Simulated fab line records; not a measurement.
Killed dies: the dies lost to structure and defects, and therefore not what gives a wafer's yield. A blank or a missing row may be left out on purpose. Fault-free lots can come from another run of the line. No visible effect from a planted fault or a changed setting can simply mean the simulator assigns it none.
Chamber matching    flow nand harc    4 sister chambers for NHARC_A_M0_ETCH_34 on rie diel-08
The step etches the open film in N2/H2, target depth 40 nm, overetch 12 nm, time 43.94 s. 8 wafers are shown with their chamber, then 8 later ones without.

== EACH WAFER AND ITS CHAMBER ==
wafer   chamber  drypump motor current A (A)  rf vpp V (V)
L081.2  1        5.9                          427.5
L081.4  2        5.4                          429.5
L083.4  3        5.6                          429.7
L083.6  0        6.3                          429.8
L084.2  0        6.3                          430.4
L084.4  2        5.4                          426.0
L084.6  1        5.9                          426.9
L088.4  3        5.7                          429.7

== WAFERS MISSING THEIR CHAMBER ==
wafer   drypump motor current A (A)  rf vpp V (V)
L088.5  6.0                          426.5
L088.6  6.3                          428.6
L090.1  5.6                          430.6
L090.2  6.0                          426.2
L090.4  5.4                          429.9
L091.2  6.3                          430.5
L091.3  5.3                          429.8
L091.6  6.3                          429.9

== CHAMBER TAKEN BY EACH ==
wafer   from the rows above  in truth
L088.5  1                    1
L088.6  0                    0
L090.1  3                    3
L090.2  1                    1
L090.4  2                    2
L091.2  0                    0
L091.3  2                    2
L091.6  0                    0
Placed correctly: 8 of 8. Can't be placed from these rows: 0. 0 placed wrongly.
How it was worked out, from the rows above alone: a wafer's distance from a chamber is the root of the sum, over the readings, of the square of ((its reading less the chamber's mean) divided by the reading's scatter). The wafer belongs to the nearest chamber; if the next one is less than 2 further off, it can't be placed. Each chamber's mean is taken over the wafers shown for it. The scatter: take each reading less its chamber's mean, square it, sum over the shown wafers, divide by the number of wafers less the number of chambers, and take the root.
